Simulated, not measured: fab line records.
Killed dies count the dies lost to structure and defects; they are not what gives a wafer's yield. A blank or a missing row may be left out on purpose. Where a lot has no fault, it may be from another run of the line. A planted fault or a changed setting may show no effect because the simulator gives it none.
The tool behind it: which one? | flow n5Finfet | 66 wafers from 22 lots sampled at 6 of the route's 1938 steps

WHAT THE GAUGES SHOWED, per wafer
No reading from a measuring or inspecting step in the record can be judged against a usual standard deviation.

TOOL THAT RAN EACH LOT (tool first, then ch and the chambers of the sampled wafers, then the start)
lot  | N5_BEOL_M9_DEP_56               | N5_BEOL_M10_STRIP_67              | N5_BEOL_M10_ETCH_65               | N5_BEOL_M10_ETCH_41                          | N5_BEOL_M10_STRIP_77                         | N5_BEOL_M10_PRE_CLEAN_45
L074 | pecvd-01 ch 0,1, day 9 19:49    | rieDiel-06 ch 0,1,2, day 9 22:14  | rieDiel-02 ch 1,2, day 9 23:00    | rieDiel-02 ch 1,2, day 10 00:23 or earlier   | rieDiel-02 ch 1,2, day 10 00:23 or earlier   | pvdSputter-03, day 10 00:23
L075 | pecvd-04 ch 0,1,2, day 10 13:59 | rieDiel-06 ch 0,1, day 10 16:29   | rieDiel-04 ch 0,2,3, day 10 17:43 | rieDiel-04 ch 0,2,3, day 10 19:05 or earlier | rieDiel-04 ch 0,2,3, day 10 19:05 or earlier | pvdSputter-02, day 10 19:05
L077 | pecvd-02 ch 1,2, day 10 14:32   | rieDiel-02 ch 0,2,3, day 10 16:54 | rieDiel-02 ch 0,1,3, day 10 17:46 | rieDiel-02 ch 0,1,3, day 10 19:01 or earlier | rieDiel-02 ch 0,1,3, day 10 19:01 or earlier | pvdSputter-02, day 10 19:01
L076 | pecvd-04 ch 1,2, day 10 18:19   | rieDiel-02 ch 0,1, day 10 20:25   | rieDiel-02 ch 0,1,3, day 10 21:31 | rieDiel-02 ch 0,1,3, day 10 22:33 or earlier | rieDiel-02 ch 0,1,3, day 10 22:33 or earlier | pvdSputter-01, day 10 22:33
L081 | pecvd-02 ch 0,1, day 11 04:09   | rieDiel-02 ch 1,3, day 11 06:35   | rieDiel-02 ch 1,2, day 11 07:29   | rieDiel-02 ch 1,2, day 11 08:42 or earlier   | rieDiel-02 ch 1,2, day 11 08:42 or earlier   | pvdSputter-03, day 11 08:42
L079 | pecvd-01 ch 0,1, day 11 05:25   | rieDiel-06 ch 1,3, day 11 07:56   | rieDiel-06 ch 1,2,3, day 11 09:10 | rieDiel-06 ch 1,2,3, day 11 13:19 or earlier | rieDiel-06 ch 1,2,3, day 11 13:19 or earlier | pvdSputter-01, day 11 13:19
L080 | pecvd-04 ch 0,2, day 11 15:44   | rieDiel-06 ch 2,3, day 11 18:13   | rieDiel-02 ch 2,3, day 11 19:08   | rieDiel-02 ch 2,3, day 11 21:03 or earlier   | rieDiel-02 ch 2,3, day 11 21:03 or earlier   | pvdSputter-02, day 11 21:03
L082 | pecvd-04 ch 0,2, day 11 20:35   | rieDiel-02 ch 1,2,3, day 11 22:23 | rieDiel-02 ch 1,2,3, day 11 23:09 | rieDiel-02 ch 1,2,3, day 12 01:57 or earlier | rieDiel-02 ch 1,2,3, day 12 01:57 or earlier | pvdSputter-01, day 12 01:57
L083 | pecvd-04 ch 0,1,2, day 12 03:59 | rieDiel-06 ch 0,3, day 12 07:17   | rieDiel-02 ch 1,2,3, day 12 10:35 | rieDiel-02 ch 1,2,3, day 12 11:38 or earlier | rieDiel-02 ch 1,2,3, day 12 11:38 or earlier | pvdSputter-02, day 12 11:38
L084 | pecvd-04 ch 0,1,2, day 13 00:52 | rieDiel-04 ch 1,2,3, day 13 04:44 | rieDiel-04 ch 1,3, day 13 05:38   | rieDiel-04 ch 1,3, day 13 07:00 or earlier   | rieDiel-04 ch 1,3, day 13 07:00 or earlier   | pvdSputter-02, day 13 07:00
L088 | pecvd-01 ch 0,1,2, day 13 05:55 | rieDiel-02 ch 1,2,3, day 13 07:30 | rieDiel-02 ch 0,2,3, day 13 08:55 | rieDiel-02 ch 0,2,3, day 13 10:07 or earlier | rieDiel-02 ch 0,2,3, day 13 10:07 or earlier | pvdSputter-03, day 13 10:07
L085 | pecvd-01 ch 0,2, day 13 06:05   | rieDiel-02 ch 1,2,3, day 13 08:04 | rieDiel-06 ch 0,1,2, day 13 09:10 | rieDiel-06 ch 0,1,2, day 13 11:54 or earlier | rieDiel-06 ch 0,1,2, day 13 11:54 or earlier | pvdSputter-02, day 13 11:54
L086 | pecvd-04 ch 1,2, day 13 08:13   | rieDiel-02 ch 1,2,3, day 13 12:36 | rieDiel-04 ch 1,2, day 13 14:06   | rieDiel-04 ch 1,2, day 13 16:17 or earlier   | rieDiel-04 ch 1,2, day 13 16:17 or earlier   | pvdSputter-03, day 13 16:17
L087 | pecvd-04 ch 0,2, day 13 20:12   | rieDiel-02 ch 0,3, day 13 22:25   | rieDiel-06 ch 0,1,2, day 14 01:13 | rieDiel-06 ch 0,1,2, day 14 02:15 or earlier | rieDiel-06 ch 0,1,2, day 14 02:15 or earlier | pvdSputter-01, day 14 02:15
L089 | pecvd-04 ch 1,2, day 14 04:17   | rieDiel-06 ch 0,2,3, day 14 07:23 | rieDiel-02 ch 0,2, day 14 08:07   | rieDiel-02 ch 0,2, day 14 09:14 or earlier   | rieDiel-02 ch 0,2, day 14 09:14 or earlier   | pvdSputter-02, day 14 09:14
L090 | pecvd-04 ch 0,2, day 14 05:59   | rieDiel-02 ch 0,2,3, day 14 08:55 | rieDiel-04 ch 0,1,3, day 14 11:13 | rieDiel-04 ch 0,1,3, day 14 12:14 or earlier | rieDiel-04 ch 0,1,3, day 14 12:14 or earlier | pvdSputter-03, day 14 12:14
L092 | pecvd-04 ch 0,2, day 14 06:51   | rieDiel-04 ch 0,1,2, day 14 09:08 | rieDiel-02 ch 0,2,3, day 14 11:23 | rieDiel-02 ch 0,2,3, day 14 12:43 or earlier | rieDiel-02 ch 0,2,3, day 14 12:43 or earlier | pvdSputter-03, day 14 12:43
L091 | pecvd-01 ch 1,2, day 14 07:28   | rieDiel-06 ch 1,3, day 14 10:16   | rieDiel-06 ch 1,2,3, day 14 11:26 | rieDiel-06 ch 1,2,3, day 14 12:58 or earlier | rieDiel-06 ch 1,2,3, day 14 12:58 or earlier | pvdSputter-03, day 14 12:58
L093 | pecvd-01 ch 0,2, day 14 14:19   | rieDiel-02 ch 0,2,3, day 14 16:54 | rieDiel-06 ch 1,2, day 14 18:21   | rieDiel-06 ch 1,2, day 14 19:40 or earlier   | rieDiel-06 ch 1,2, day 14 19:40 or earlier   | pvdSputter-01, day 14 19:40
L094 | pecvd-04 ch 0,1,2, day 15 09:05 | rieDiel-02 ch 1,2, day 15 13:19   | rieDiel-06 ch 0,3, day 15 14:13   | rieDiel-06 ch 0,3, day 15 16:30 or earlier   | rieDiel-06 ch 0,3, day 15 16:30 or earlier   | pvdSputter-02, day 15 16:30
L096 | pecvd-01 ch 0,1, day 15 15:13   | rieDiel-04 ch 0,1, day 15 18:04   | rieDiel-02 ch 0,2, day 15 18:42   | rieDiel-02 ch 0,2, day 15 19:49 or earlier   | rieDiel-02 ch 0,2, day 15 19:49 or earlier   | pvdSputter-01, day 15 19:49
L095 | pecvd-02 ch 0,2, day 15 15:22   | rieDiel-04 ch 0,1,3, day 15 18:19 | rieDiel-06 ch 0,2,3, day 15 19:04 | rieDiel-06 ch 0,2,3, day 15 20:05 or earlier | rieDiel-06 ch 0,2,3, day 15 20:05 or earlier | pvdSputter-02, day 15 20:05
- N5_BEOL_M9_DEP_56: deposits SiCN from 3MS/NH3, target thk 15 nm, time 26.5 s.
- N5_BEOL_M10_STRIP_67: strips in CF4.
- N5_BEOL_M10_ETCH_65: etches SiARC in CF4, target depth 39 nm, time 65 s.
- N5_BEOL_M10_ETCH_41: etches SiCN in CH3F/O2, target depth 42.6 nm, time 86 s.
- N5_BEOL_M10_STRIP_77: strips in N2/H2, time 10 s.
- N5_BEOL_M10_PRE_CLEAN_45: time 30 s.

AS READ BY THE TOOLS THEMSELVES (means over the sampled wafers that have a number; for cases with no such wafer, the mark the record gives instead)
N5_BEOL_M9_DEP_56. Usual: showerheadPlenumPTorr 3.668 Torr, standard deviation 0.018; throttleValvePct 9.0 %, standard deviation 0.55.
lot  | tool     | showerheadPlenumPTorr (Torr) | throttleValvePct (%) | flag
L074 | pecvd-01 | 3.679                        | 9.4                  | 
L075 | pecvd-04 | 3.666                        | 8.8                  | 
L077 | pecvd-02 | 3.664                        | 9.1                  | 
L076 | pecvd-04 | 3.669                        | 9.1                  | 
L081 | pecvd-02 | 3.683                        | 9.7                  | 
L079 | pecvd-01 | 3.685                        | 9.5                  | 
L080 | pecvd-04 | 3.660                        | 8.8                  | 
L082 | pecvd-04 | 3.661                        | 8.9                  | 
L083 | pecvd-04 | 3.663                        | 9.0                  | 
L084 | pecvd-04 | 3.662                        | 8.9                  | 
L088 | pecvd-01 | 3.667                        | 9.2                  | 
L085 | pecvd-01 | 3.672                        | 8.7                  | 
L086 | pecvd-04 | 3.668                        | 9.0                  | 
L087 | pecvd-04 | 3.653                        | 8.8                  | 
L089 | pecvd-04 | 3.669                        | 9.0                  | 
L090 | pecvd-04 | 3.664                        | 8.9                  | 
L092 | pecvd-04 | 3.663                        | 8.8                  | 
L091 | pecvd-01 | 3.663                        | 9.3                  | 
L093 | pecvd-01 | 3.671                        | 8.7                  | 
L094 | pecvd-04 | 3.668                        | 8.9                  | 
L096 | pecvd-01 | 3.688                        | 9.2                  | 
L095 | pecvd-02 | 3.657                        | 8.4                  | 

N5_BEOL_M10_STRIP_67. Usual: drypumpMotorCurrentA 5.5 A, standard deviation 0.41; oesProductAu 0.80 a.u., standard deviation 0.087; rfVppV 270.6 V, standard deviation 1.3; showerheadPlenumPTorr 1.77 Torr, standard deviation 0.048; throttleValvePct 13.61 %, standard deviation 0.24.
lot  | tool       | drypumpMotorCurrentA (A) | oesProductAu (a.u.) | rfVppV (V) | showerheadPlenumPTorr (Torr) | throttleValvePct (%) | flag
L074 | rieDiel-06 | 5.8                      | 0.85                | 270.4      | 1.76                         | 13.57                | 
L075 | rieDiel-06 | 6.0                      | 0.88                | 270.5      | 1.75                         | 13.54                | 
L077 | rieDiel-02 | 5.3                      | 0.76                | 271.9      | 1.81                         | 13.66                | 
L076 | rieDiel-02 | 5.8                      | 0.70                | 271.1      | 1.80                         | 13.70                | 
L081 | rieDiel-02 | 5.4                      | 0.78                | 269.7      | 1.74                         | 13.67                | 
L079 | rieDiel-06 | 6.0                      | 0.85                | 269.8      | 1.75                         | 13.67                | 
L080 | rieDiel-06 | 5.5                      | 0.79                | 270.8      | 1.76                         | 13.66                | 
L082 | rieDiel-02 | 5.2                      | 0.75                | 270.5      | 1.76                         | 13.64                | 
L083 | rieDiel-06 | 5.6                      | 0.86                | 270.2      | 1.73                         | 13.30                | 
L084 | rieDiel-04 | 5.5                      | 0.72                | 270.0      | 1.73                         | 13.79                | 
L088 | rieDiel-02 | 5.2                      | 0.74                | 270.4      | 1.76                         | 13.66                | 
L085 | rieDiel-02 | 5.2                      | 0.74                | 270.4      | 1.76                         | 13.66                | 
L086 | rieDiel-02 | 5.2                      | 0.73                | 269.8      | 1.76                         | 13.67                | 
L087 | rieDiel-02 | 5.4                      | 0.85                | 271.0      | 1.78                         | 13.59                | 
L089 | rieDiel-06 | 5.6                      | 0.79                | 270.2      | 1.75                         | 13.58                | 
L090 | rieDiel-02 | 5.3                      | 0.81                | 272.0      | 1.81                         | 13.55                | 
L092 | rieDiel-04 | 5.7                      | 0.88                | 270.3      | 1.75                         | 13.43                | 
L091 | rieDiel-06 | 5.9                      | 0.82                | 270.3      | 1.74                         | 13.74                | 
L093 | rieDiel-02 | 5.3                      | 0.81                | 271.2      | 1.81                         | 13.56                | 
L094 | rieDiel-02 | 5.1                      | 0.80                | 272.7      | 1.84                         | 13.48                | 
L096 | rieDiel-04 | 5.8                      | 0.84                | 271.3      | 1.77                         | 13.44                | 
L095 | rieDiel-04 | 5.6                      | 0.78                | 269.3      | 1.74                         | 13.63                | 

N5_BEOL_M10_ETCH_65. Usual: drypumpMotorCurrentA 5.5 A (standard deviation 0.41); etchRfOnTimeS 65.0 s (standard deviation 2); mfcArSccm 100.01 sccm (standard deviation 0.28); oesProductAu 0.66 a.u. (standard deviation 0.07); rfVppV 183.7 V (standard deviation 1.1); showerheadPlenumPTorr 2.10 Torr (standard deviation 0.054); throttleValvePct 15.65 % (standard deviation 0.21).
lot  | tool       | drypumpMotorCurrentA (A) | etchRfOnTimeS (s) | mfcArSccm (sccm) | oesProductAu (a.u.) | rfVppV (V) | showerheadPlenumPTorr (Torr) | throttleValvePct (%) | flag
L074 | rieDiel-02 | 5.4                      | 66.5              | 99.88            | 0.61                | 182.9      | 2.08                         | 15.52                | 
L075 | rieDiel-04 | 5.9                      | 64.5              | 99.99            | 0.61                | 182.8      | 2.12                         | 15.69                | 
L077 | rieDiel-02 | 5.6                      | 64.7              | 100.10           | 0.64                | 183.6      | 2.11                         | 15.65                | 
L076 | rieDiel-02 | 5.6                      | 64.1              | 100.07           | 0.64                | 184.5      | 2.11                         | 15.67                | 
L081 | rieDiel-02 | 5.1                      | 65.6              | 99.82            | 0.61                | 183.5      | 2.12                         | 15.52                | 
L079 | rieDiel-06 | 5.7                      | 66.7              | 100.27           | 0.68                | 183.9      | 2.10                         | 15.76                | 
L080 | rieDiel-02 | 5.1                      | 63.7              | 100.20           | 0.68                | 183.4      | 2.12                         | 15.66                | 
L082 | rieDiel-02 | 5.2                      | 64.6              | 100.00           | 0.64                | 183.3      | 2.10                         | 15.61                | 
L083 | rieDiel-02 | 5.2                      | 65.0              | 99.98            | 0.64                | 184.5      | 2.09                         | 15.63                | 
L084 | rieDiel-04 | 5.2                      | 64.0              | 99.92            | 0.62                | 182.9      | 2.06                         | 15.91                | 
L088 | rieDiel-02 | 5.3                      | 64.7              | 99.91            | 0.71                | 184.9      | 2.15                         | 15.55                | 
L085 | rieDiel-06 | 5.8                      | 65.3              | 100.19           | 0.69                | 183.0      | 2.09                         | 15.67                | 
L086 | rieDiel-04 | 5.4                      | 65.3              | 99.92            | 0.60                | 183.2      | 2.07                         | 15.91                | 
L087 | rieDiel-06 | 5.8                      | 66.0              | 100.23           | 0.68                | 183.5      | 2.09                         | 15.69                | 
L089 | rieDiel-02 | 5.5                      | 65.4              | 99.92            | 0.74                | 184.6      | 2.19                         | 15.39                | 
L090 | rieDiel-04 | 5.6                      | 64.0              | 100.00           | 0.68                | 183.4      | 2.09                         | 15.68                | 
L092 | rieDiel-02 | 5.3                      | 65.3              | 100.24           | 0.69                | 184.0      | 2.15                         | 15.57                | 
L091 | rieDiel-06 | 5.7                      | 67.4              | 100.16           | 0.66                | 183.4      | 2.09                         | 15.81                | 
L093 | rieDiel-06 | 5.7                      | 68.3              | 99.97            | 0.63                | 183.6      | 2.09                         | 15.92                | 
L094 | rieDiel-06 | 5.6                      | 64.7              | 99.89            | 0.69                | 183.2      | 2.08                         | 15.56                | 
L096 | rieDiel-02 | 5.2                      | 65.5              | 99.83            | 0.66                | 185.1      | 2.17                         | 15.50                | 
L095 | rieDiel-06 | 5.6                      | 65.3              | 100.12           | 0.66                | 183.2      | 2.09                         | 15.65                | 

N5_BEOL_M10_ETCH_41. Usual: drypumpMotorCurrentA 5.5 A, standard deviation 0.41; mfcArSccm 150.0 sccm, standard deviation 0.46; oesProductAu 0.77 a.u., standard deviation 0.081; rfVppV 296.8 V, standard deviation 1.4; showerheadPlenumPTorr 1.96 Torr, standard deviation 0.053; throttleValvePct 16.36 %, standard deviation 0.21.
lot  | tool       | drypumpMotorCurrentA (A) | mfcArSccm (sccm) | oesProductAu (a.u.) | rfVppV (V) | showerheadPlenumPTorr (Torr) | throttleValvePct (%) | flag
L074 | rieDiel-02 | 5.4                      | 149.8            | 0.71                | 297.9      | 1.93                         | 16.15                | 
L075 | rieDiel-04 | 5.9                      | 150.5            | 0.72                | 298.1      | 1.99                         | 16.44                | 
L077 | rieDiel-02 | 5.6                      | 150.4            | 0.74                | 295.9      | 1.96                         | 16.30                | 
L076 | rieDiel-02 | 5.6                      | 149.8            | 0.75                | 296.8      | 1.96                         | 16.31                | 
L081 | rieDiel-02 | 5.1                      | 149.9            | 0.71                | 297.0      | 1.98                         | 16.19                | 
L079 | rieDiel-06 | 5.7                      | 149.9            | 0.80                | 297.3      | 1.96                         | 16.46                | 
L080 | rieDiel-02 | 5.1                      | 149.6            | 0.79                | 297.4      | 1.97                         | 16.36                | 
L082 | rieDiel-02 | 5.3                      | 150.5            | 0.75                | 296.0      | 1.95                         | 16.28                | 
L083 | rieDiel-02 | 5.2                      | 150.3            | 0.74                | 296.3      | 1.95                         | 16.29                | 
L084 | rieDiel-04 | 5.2                      | 150.5            | 0.72                | 295.7      | 1.92                         | 16.68                | 
L088 | rieDiel-02 | 5.3                      | 150.1            | 0.83                | 296.9      | 2.01                         | 16.23                | 
L085 | rieDiel-06 | 5.8                      | 150.5            | 0.81                | 297.2      | 1.95                         | 16.42                | 
L086 | rieDiel-04 | 5.4                      | 149.8            | 0.70                | 295.5      | 1.93                         | 16.65                | 
L087 | rieDiel-06 | 5.8                      | 149.9            | 0.80                | 295.9      | 1.95                         | 16.43                | 
L089 | rieDiel-02 | 5.5                      | 150.0            | 0.87                | 298.6      | 2.04                         | 16.07                | 
L090 | rieDiel-04 | 5.6                      | 150.1            | 0.79                | 295.9      | 1.97                         | 16.45                | 
L092 | rieDiel-02 | 5.3                      | 150.7            | 0.82                | 297.7      | 2.00                         | 16.25                | 
L091 | rieDiel-06 | 5.7                      | 149.8            | 0.77                | 296.8      | 1.95                         | 16.53                | 
L093 | rieDiel-06 | 5.7                      | 150.0            | 0.73                | 296.0      | 1.95                         | 16.59                | 
L094 | rieDiel-06 | 5.6                      | 150.3            | 0.81                | 296.5      | 1.95                         | 16.33                | 
L096 | rieDiel-02 | 5.2                      | 149.8            | 0.77                | 298.7      | 2.03                         | 16.18                | 
L095 | rieDiel-06 | 5.6                      | 149.8            | 0.78                | 295.4      | 1.95                         | 16.42                | 

N5_BEOL_M10_STRIP_77. Usual: drypumpMotorCurrentA 5.5 A, standard deviation 0.41; oesProductAu 0.77 a.u., standard deviation 0.079; rfVppV 59.1 V, standard deviation 0.93; showerheadPlenumPTorr 2.50 Torr, standard deviation 0.081; throttleValvePct 23.7 %, standard deviation 0.44.
lot  | tool       | drypumpMotorCurrentA (A) | oesProductAu (a.u.) | rfVppV (V) | showerheadPlenumPTorr (Torr) | throttleValvePct (%) | flag
L074 | rieDiel-02 | 5.4                      | 0.72                | 58.8       | 2.48                         | 23.3                 | 
L075 | rieDiel-04 | 5.9                      | 0.72                | 58.9       | 2.50                         | 23.3                 | 
L077 | rieDiel-02 | 5.6                      | 0.74                | 60.0       | 2.50                         | 23.5                 | 
L076 | rieDiel-02 | 5.6                      | 0.74                | 58.8       | 2.50                         | 23.5                 | 
L081 | rieDiel-02 | 5.1                      | 0.71                | 59.9       | 2.55                         | 23.5                 | 
L079 | rieDiel-06 | 5.7                      | 0.80                | 59.1       | 2.49                         | 23.9                 | 
L080 | rieDiel-02 | 5.1                      | 0.77                | 59.3       | 2.54                         | 24.0                 | 
L082 | rieDiel-02 | 5.2                      | 0.74                | 58.2       | 2.50                         | 23.7                 | 
L083 | rieDiel-02 | 5.2                      | 0.73                | 59.4       | 2.50                         | 23.7                 | 
L084 | rieDiel-04 | 5.2                      | 0.73                | 58.8       | 2.42                         | 24.1                 | 
L088 | rieDiel-02 | 5.3                      | 0.83                | 58.5       | 2.57                         | 23.8                 | 
L085 | rieDiel-06 | 5.8                      | 0.81                | 58.6       | 2.50                         | 23.9                 | 
L086 | rieDiel-04 | 5.4                      | 0.71                | 58.5       | 2.44                         | 24.2                 | 
L087 | rieDiel-06 | 5.8                      | 0.80                | 58.9       | 2.50                         | 23.9                 | 
L089 | rieDiel-02 | 5.5                      | 0.88                | 60.4       | 2.61                         | 23.5                 | 
L090 | rieDiel-04 | 5.6                      | 0.79                | 59.4       | 2.48                         | 23.7                 | 
L092 | rieDiel-02 | 5.3                      | 0.81                | 58.8       | 2.57                         | 23.8                 | 
L091 | rieDiel-06 | 5.7                      | 0.78                | 58.7       | 2.48                         | 24.0                 | 
L093 | rieDiel-06 | 5.7                      | 0.75                | 59.3       | 2.51                         | 24.2                 | 
L094 | rieDiel-06 | 5.6                      | 0.81                | 59.2       | 2.46                         | 23.6                 | 
L096 | rieDiel-02 | 5.2                      | 0.77                | 58.8       | 2.60                         | 23.6                 | 
L095 | rieDiel-06 | 5.6                      | 0.78                | 58.5       | 2.49                         | 23.8                 | 

N5_BEOL_M10_PRE_CLEAN_45. Usual: 323 W for heaterPowerW, sd 34.
lot  | tool          | heaterPowerW (W) | flag
L074 | pvdSputter-03 | 329              | 
L075 | pvdSputter-02 | 330              | 
L077 | pvdSputter-02 | 333              | 
L076 | pvdSputter-01 | 354              | 
L081 | pvdSputter-03 | 302              | 
L079 | pvdSputter-01 | 341              | 
L080 | pvdSputter-02 | 345              | 
L082 | pvdSputter-01 | 353              | 
L083 | pvdSputter-02 | 286              | 
L084 | pvdSputter-02 | 324              | 
L088 | pvdSputter-03 | 320              | 
L085 | pvdSputter-02 | 286              | 
L086 | pvdSputter-03 | 300              | 
L087 | pvdSputter-01 | 352              | 
L089 | pvdSputter-02 | 298              | 
L090 | pvdSputter-03 | 340              | 
L092 | pvdSputter-03 | 316              | 
L091 | pvdSputter-03 | 320              | 
L093 | pvdSputter-01 | 344              | 
L094 | pvdSputter-02 | 341              | 
L096 | pvdSputter-01 | 346              | 
L095 | pvdSputter-02 | 282              | 

THE ANSWER, worked out from the rows above alone
Rule: lot off if the mean of its wafers having a number is beyond 3 standard deviations from the usual mean. A lot without any number at a reading at which 4 lots or more have one is off too. All remaining lots with rows at the step are treated as sound. Order of review: gauges by route order, followed by the tools' own readings, for which a lot's mean as printed above is used. At the first step where some lot is off, the reading lying furthest off is the one used; lots without a number count as furthest.
Nothing can be told from this: no lot is off at any reading shown.

WHAT THE SIMULATOR HAD INSERTED
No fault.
